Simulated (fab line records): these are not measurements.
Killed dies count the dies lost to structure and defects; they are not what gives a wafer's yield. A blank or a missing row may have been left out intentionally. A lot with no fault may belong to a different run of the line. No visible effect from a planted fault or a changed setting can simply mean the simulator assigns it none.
A lot that was struck, set against a sound lot	flow n5 finfet	36 steps out of a route of 1938
Sound: wafers L132.1, L132.2, L132.4. Struck: wafers L138.1, L138.2 (left out: L138.3, a lot-mate that was not struck); the cause follows at the end.
Order at every step that has rows: each side's tool, ch and its chambers, its first start. Under that, the readings that differ: sound wafers	struck wafers	difference of the means	sigmas: that difference in standard deviations of wafers without a fault.
alike: readings with means less than 2 such deviations apart, plus words and numbers identical on both sides. not compared: withheld readings, readings lacking a value on some wafer, bounds such as >300 that could conceal the same value, and numbers that have no deviation in the record and whose values overlap.
The two part at a step that has a row with sigmas, a row that says differs or no value, or rows on one side only. Non-overlapping numbers with no deviation appear without sigmas and do not part them. A reading that every wafer of one side lacks parts them only if that side has two wafers or more.

first, 11 steps without rows for these wafers: N5_FIN_SAQP_SRD_66 (time 30 s); N5_FIN_SAQP_RECESS_75 (chemistry HF/NH3, target SiO2, target depth 14.4 nm, afs cycles 3, sublimation time 60 s); N5_FIN_SAQP_SPACER1_ALD_24 (deposits SiO2, target thk 20.3 nm, pulse time 1 s, purge time 2 s); N5_FIN_SAQP_SPACER1_ETCHBACK_25 (etches SiO2 in CHF3/O2, target depth 24.4 nm, time 12.2 s); N5_FIN_SAQP_MANDREL1_REMOVE_56 (chemistry HBr/Cl2/O2, target a-Si, stops on SiNx, bt time 10 s); N5_FIN_SAQP_ETCH_57 (etches SiNx in CH3F/O2, target depth 32.5 nm, time 46.4 s); N5_FIN_SAQP_ETCH_65 (etches SiO2 in CF4, target depth 4 nm, time 4.4 s); N5_FIN_SAQP_MANDREL_ETCH_58 (etches a-Si in HBr/Cl2, stops on SiNx, target depth 45 nm, bt time 10 s, time 27 s); N5_FIN_SAQP_RECESS_63 (chemistry HF/NH3, target SiO2, target depth 18 nm, afs cycles 3, sublimation time 60 s); N5_FIN_SAQP_COAT_68 (time 60 s, resist thk 100 nm); N5_FIN_SAQP_ETCH_69 (etches SOC in N2/H2, stops on SiNx, target depth 150 nm).
N5_FIN_SAQP_ETCH_67: etches SiNx in CH3F/O2, target depth 30 nm.
  sound on rie diel-01 ch 0,1,2, day 4 13:33; struck on rie diel-04 ch 0,3, day 6 01:35
reading	sound	struck	difference	sigmas
model.etch.depth nm (nm)	29.11 29.51 29.61	20.99 20.08	-8.88	
  alike: drypump motor current A, oes_o_777_au, oes product au, rf vpp V, showerhead plenum p Torr, throttle valve pct
  not compared: rf hours counter h
then, 22 steps without rows for these wafers: N5_FIN_SAQP_STRIP_70 (strips in N2/H2); N5_FIN_SAQP_RECESS_71 (chemistry HF/NH3, target SiO2, target depth 3 nm, afs cycles 1, sublimation time 60 s); N5_FIN_SAQP_SPACER2_ALD_28 (deposits SiO2, target thk 8.1 nm, pulse time 1 s, purge time 2 s); N5_FIN_SAQP_SPACER2_ETCHBACK_29 (etches SiO2 in CHF3/O2, target depth 12.2 nm, time 6.1 s); N5_FIN_SAQP_MANDREL2_REMOVE_60 (chemistry HBr/Cl2/O2, target a-Si, stops on SiNx, bt time 10 s); N5_FIN_SAQP_HM_OPEN_33 (chemistry CH3F/O2, target SiNx, target depth 49.4 nm, time 70.6 s); N5_FIN_SAQP_ETCH_34 (etches SiO2 in C4F6/O2, target depth 45 nm, time 15 s); N5_FIN_SAQP_STRIP_77 (strips in N2/H2, time 90 s); N5_FIN_SAQP_ETCH_64 (etches SiO2 in CF4, target depth 1.5 nm); N5_FIN_SAQP_FIN_ETCH_36 (etches the open film in HBr/Cl2/O2, target depth 120 nm, time 50.4 s); N5_FIN_SAQP_PRECLEAN_38 (cleans in O3/DIW, time 45 s); N5_FIN_SAQP_PRECLEAN_45 (cleans in dHF, time 10 s); N5_FIN_SAQP_SRD_39 (time 30 s); N5_FIN_CUT_COAT_18 (time 60 s, resist thk 230 nm); N5_FIN_CUT_COAT_19 (time 60 s, resist thk 20 nm); N5_FIN_CUT_COAT_29 (time 60 s, resist thk 10 nm); N5_FIN_CUT_COAT_02 (resist thk 30 nm); N5_FIN_CUT_EBR_04; N5_FIN_CUT_SOFTBAKE_03 (time 60 s); N5_FIN_CUT_EXPOSE_05 (exposes mask FIN CUT); N5_FIN_CUT_PEB_06 (peb time 60 s); N5_FIN_CUT_DEVELOP_07 (develop time 30 s).
-- a jump in the record: the struck wafers' starts before and after are 8 days apart (it breaks off in module FIN_CUT and resumes in module BEOL_M4, where the first step shown is number 1111 of the route) --
N5_BEOL_M4_RC_MEAS_101:
  sound on prober-01 ch 0, day 13 00:10; struck on prober-01 ch 0, day 13 20:19
  alike: DIBL_N, DIBL_P, IOFF_N, IOFF_P, ION_N, ION_P, SS_N, SS_P, VT_N, VT_P
-- record jumps: 5 days separate the struck wafers' starts on either side; left off in module BEOL_M4, taken up again in module PASSIVATION, whose first shown step is the route's number 1936 --
N5_PASSIVATION_PROBE_49:
  sound: prober-01 at day 17 13:20; struck: prober-01 at day 18 15:17
reading	sound	struck	difference	sigmas
defect limited yield (%)	91.9 90.7 91.3	82.5 62.2	-19.0	-14
killed at contacts	5 14 4	22 22	+14	+2
killed at front end	45 46 39	138 363	+207	+21
killed dies	96 110 103	207 446	+224	+13
killed on rim	16 15 12	68 18	+29	+7
sort_bin_5_function (%)	4.4 6.1 5.3	14.0 32.8	+18.1	+19
sort n pass	1084 1070 1077	973 734	-224	-13
sort yield pct (%)	91.9 90.7 91.3	82.5 62.2	-19.0	-14
  alike: killed_at_M0_to_M3, killed_at_M4_up, killed at other, killed open, killed short, sort_bin_6_memory

WHERE THEY PART
Within this record, at N5_PASSIVATION_PROBE_49 only.

WHY: the cause the simulator had injected
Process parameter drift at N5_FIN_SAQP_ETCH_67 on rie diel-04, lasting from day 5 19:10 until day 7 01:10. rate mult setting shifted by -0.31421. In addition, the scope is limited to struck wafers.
